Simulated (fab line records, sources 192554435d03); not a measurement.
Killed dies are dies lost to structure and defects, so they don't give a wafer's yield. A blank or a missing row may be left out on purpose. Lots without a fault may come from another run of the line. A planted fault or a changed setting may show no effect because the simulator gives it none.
Chamber matching | flow n5_finfet | N5_BEOL_M2_ETCHBACK_99 on rie_diel-02: 4 sister chambers
The step etches SiO2 in CHF3, target depth 5 nm, time 10.4 s. 8 wafers are shown with their chamber, then 8 later ones without.

WAFERS WITH THEIR CHAMBER
wafer  | chamber | drypump_motor_current_A (A) | showerhead_plenum_p_Torr (Torr)
L085.1 | 2       | 6.3                         | 2.30
L087.2 | 2       | 6.3                         | 2.29
L087.3 | 1       | 5.0                         | 2.28
L087.4 | 0       | 4.9                         | 2.12
L088.3 | 0       | 4.8                         | 2.12
L088.4 | 1       | 5.0                         | 2.28
L088.5 | 3       | 5.2                         | 2.16
L091.1 | 3       | 5.2                         | 2.15

WAFERS WITHOUT THEIR CHAMBER
wafer  | drypump_motor_current_A (A) | showerhead_plenum_p_Torr (Torr)
L091.5 | 6.4                         | 2.29
L091.6 | 5.0                         | 2.28
L092.1 | 6.3                         | 2.29
L092.3 | 5.2                         | 2.15
L092.4 | 4.9                         | 2.12
L097.2 | 6.4                         | 2.29
L097.5 | 5.0                         | 2.27
L097.6 | 6.4                         | 2.29

WHICH CHAMBER EACH WENT THROUGH
wafer  | from the rows above | in truth
L091.5 | 2                   | 2
L091.6 | 1                   | 1
L092.1 | 2                   | 2
L092.3 | 3                   | 3
L092.4 | 0                   | 0
L097.2 | 2                   | 2
L097.5 | 1                   | 1
L097.6 | 2                   | 2
Placed correctly: 8 of 8. Can't be placed from these rows: 0. Placed wrongly: 0.
How it was worked out, from the rows above alone: a wafer's distance from a chamber is the root of the sum, over the readings, of the square of ((its reading less the chamber's mean) divided by the reading's scatter). The wafer belongs to the nearest chamber; if the next one is less than 2 further off, it can't be placed. A chamber's mean is the mean of its shown wafers. The scatter: the root of (the sum of the squares of (reading less its chamber's mean) over the shown wafers, divided by (wafers less chambers)).
